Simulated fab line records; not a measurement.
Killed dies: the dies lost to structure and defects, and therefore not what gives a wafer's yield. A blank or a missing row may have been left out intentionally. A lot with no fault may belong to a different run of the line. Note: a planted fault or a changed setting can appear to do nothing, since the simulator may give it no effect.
Matching of chambers    flow n5 finfet    N5_BEOL_M12_ILD_DEP_00 on pecvd-02: 3 sister chambers
The step deposits SiOC from DEMS/O2, target thk 658.92 nm, time 130.7 s. 22 wafers are shown with their chamber, then 11 later ones without.

== WAFERS, EACH WITH ITS CHAMBER ==
wafer   chamber  throttle valve pct (%)  heater power w (W)  showerhead plenum p Torr (Torr)
L077.1  0        11.6                    477                 5.684
L077.4  0        11.5                    501                 5.691
L077.6  1        11.7                    517                 5.688
L075.2  1        11.7                    439                 5.697
L075.4  1        11.5                    473                 5.667
L075.6  2        11.0                    489                 5.692
L078.2  1        11.6                    494                 5.691
L078.4  0        11.9                    401                 5.701
L078.6  1        11.3                    499                 5.665
L079.2  2        11.1                    464                 5.699
L079.3  0        11.7                    388                 5.693
L079.5  0        11.7                    433                 5.681
L081.1  2        11.1                    404                 5.687
L081.2  0        11.8                    421                 5.673
L081.6  0        11.5                    458                 5.688
L083.2  2        11.1                    466                 5.700
L083.4  0        11.7                    430                 5.687
L083.6  0        11.5                    477                 5.685
L085.2  2        11.5                    497                 5.684
L085.5  2        11.0                    503                 5.695
L085.6  0        11.5                    402                 5.694
L087.2  0        11.9                    419                 5.685

SIGNATURES (averages over the wafers above)
reading                   chamber 0  chamber 1  chamber 2  scatter within a chamber
throttle valve pct        11.664     11.560     11.133     0.167
heater power w            437.00     484.40     470.50     35.1
showerhead plenum p Torr  5.68745    5.68160    5.69283    0.0092
Rule: a wafer lies at a distance from a chamber equal to the root of the sum of squares, over the readings, of (its reading less the chamber's mean, divided by the reading's scatter). If the next closest chamber is less than 2 further off than the closest, the wafer can't be placed; otherwise it belongs to the closest. The scatter is the square root of a quotient: the sum, over the shown wafers, of each reading's squared deviation from its chamber's mean, divided by wafers minus chambers.

== WAFERS MISSING THEIR CHAMBER ==
wafer   throttle valve pct (%)  heater power w (W)  showerhead plenum p Torr (Torr)
L087.3  11.3                    507                 5.683
L087.6  11.8                    447                 5.687
L089.1  11.5                    464                 5.674
L089.4  11.0                    455                 5.700
L089.6  11.7                    488                 5.685
L092.3  11.2                    405                 5.709
L092.5  11.3                    426                 5.709
L092.6  11.8                    476                 5.693
L094.3  11.9                    495                 5.667
L094.5  11.1                    429                 5.688
L094.6  11.6                    400                 5.690

== WHICH CHAMBER EACH WENT THROUGH ==
wafer   from the rows above           in truth
L087.3  can't be placed: 1 or 2 or 0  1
L087.6  can't be placed: 0 or 1       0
L089.1  can't be placed: 1 or 0 or 2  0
L089.4  2                             2
L089.6  can't be placed: 1 or 0       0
L092.3  can't be placed: 2 or 0 or 1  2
L092.5  can't be placed: 2 or 0 or 1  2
L092.6  can't be placed: 0 or 1       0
L094.3  can't be placed: 1 or 0       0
L094.5  can't be placed: 2 or 1       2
L094.6  can't be placed: 0 or 1       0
Correctly placed: 1 of 11. Cannot be placed on the basis of these rows: 10; the candidates contain the true chamber in 10. 0 placed wrongly.
